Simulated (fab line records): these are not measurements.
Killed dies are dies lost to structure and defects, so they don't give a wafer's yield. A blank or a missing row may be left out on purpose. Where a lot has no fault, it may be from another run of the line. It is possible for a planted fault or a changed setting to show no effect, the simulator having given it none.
A lot that was struck, set against a sound lot    flow n5Finfet    23 out of 1938 route steps
Sound: these wafers, L887.3, L887.4, L887.5. Wafers L905.1, L905.4, L905.5 were the ones struck. The cause is given at the end.
Order at every step that has rows: each side's tool, ch and its chambers, its first start. Under that, the readings that differ: sound wafers    struck wafers    difference of the means    sigmas: that difference in standard deviations of wafers without a fault.
alike: readings with means less than 2 such deviations apart, plus words and numbers identical on both sides. not compared: withheld readings, readings lacking a value on some wafer, bounds such as >300 that could conceal the same value, and numbers that have no deviation in the record and whose values overlap.
A row with sigmas, a row that says differs or no value, or rows on one side alone: a step with any of these is where the two part. When numbers do not overlap yet have no deviation, they are printed without sigmas and do not part them. A reading missing from all wafers of one side parts the sides only when that side holds two or more wafers.

first, 9 steps without rows for these wafers: N5_BEOL_M2_ILD_DEP_00 (deposits SiOC from DEMS/O2, target thk 79 nm, time 15.3 s); N5_BEOL_M2_PECVD_72 (deposits SiO2 from TEOS/O2, target thk 16 nm, time 18 s); N5_BEOL_M2_HM_DEP_02 (deposits TiN, target thk 20 nm); N5_BEOL_M2_COAT_61 (time 60 s, resist thk 60 nm); N5_BEOL_M2_COAT_62 (time 60 s, resist thk 12 nm); N5_BEOL_M2_COAT_73 (time 60 s, resist thk 5 nm); N5_BEOL_M2_COAT_05 (resist thk 30 nm); N5_BEOL_M2_EBR_07; N5_BEOL_M2_SOFTBAKE_06 (time 60 s).
N5_BEOL_M2_EXPOSE_08: exposes mask M2.
  sound on euvScanner-02 ch 0, day 7 06:32; struck on euvScanner-02 ch 0, day 11 19:53
reading            sound              struck             difference  sigmas
exposureDoseMJCm2  41.21 41.21 41.17  42.12 42.14 42.11  +0.93       +23
  alike: mask, stageMsdNm
then, 3 steps without rows for these wafers: N5_BEOL_M2_PEB_09 (peb time 60 s); N5_BEOL_M2_DEVELOP_10 (develop time 30 s); N5_BEOL_M2_DESCUM_16 (chemistry O2, time 7 s).
N5_BEOL_M2_ETCH_74: etches underlayer in N2/H2, target depth 6.5 nm, time 5.2 s.
  sound on rieDiel-02 ch 0,1,3, day 7 06:48; struck on rieDiel-01 ch 1,2,3, day 11 20:35
reading                        sound     struck       difference  sigmas
model.BEOL_M2.cdOffsetNm (nm)  -0.2 0 0  0.6 0.6 0.6  +0.7        
  alike: drypumpMotorCurrentA, etchRfOnTimeS, oesProductAu, rfVppV, showerheadPlenumPTorr, throttleValvePct
  not compared: rfHoursCounterH
then, 5 steps without rows for these wafers: N5_BEOL_M2_ETCH_63 (etches SiARC in CF4, target depth 15.6 nm, time 26 s); N5_BEOL_M2_ETCH_64 (etches SOC in N2/H2, target depth 75 nm, overetch 22.5 nm, time 121.9 s); N5_BEOL_M2_STRIP_65 (strips in N2/H2); N5_BEOL_M2_STRIP_75 (strips in N2/H2); N5_BEOL_M2_STRIP_66 (strips in CF4).
N5_BEOL_M2_HM_OPEN_17: chemistry Cl2/BCl3, target TiN, target depth 20 nm, overetch 6 nm.
  sound on rieMetal-01 ch 1, day 7 07:05; struck on rieMetal-01 ch 0,1, day 11 20:49
reading                        sound        struck       difference  sigmas
model.BEOL_M2.cdOffsetNm (nm)  -0.2 -0.2 0  0.8 0.6 0.6  +0.8        
  alike: drypumpMotorCurrentA, oesProductAu, throttleValvePct
  not compared: rfHoursCounterH
then, 1 step without rows for these wafers: N5_BEOL_M2_STRIP_19 (strips in O2).
N5_BEOL_M4_RC_MEAS_101:
  sound on prober-01 ch 0, day 8 15:26; struck on prober-02 ch 0, day 13 03:29
  alike: DIBL_N, DIBL_P, IOFF_N, IOFF_P, ION_N, ION_P, SS_N, SS_P, VT_N, VT_P
-- record jumps: 5 days separate the struck wafers' starts on either side; left off in module BEOL_M4, taken up again in module PASSIVATION, whose first shown step is the route's number 1936 --
N5_PASSIVATION_PROBE_49:
  the record has rows for the struck wafers here (prober-01, day 17 18:22) and none for the sound ones

WHERE THEY PART
Last at N5_PASSIVATION_PROBE_49 as far as this record goes, first at N5_BEOL_M2_EXPOSE_08.

WHY: what the simulator had put in
Drift in process parameters on euvScanner-02 at N5_BEOL_M2_EXPOSE_08, starting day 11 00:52. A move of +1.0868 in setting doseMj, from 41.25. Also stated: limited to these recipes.
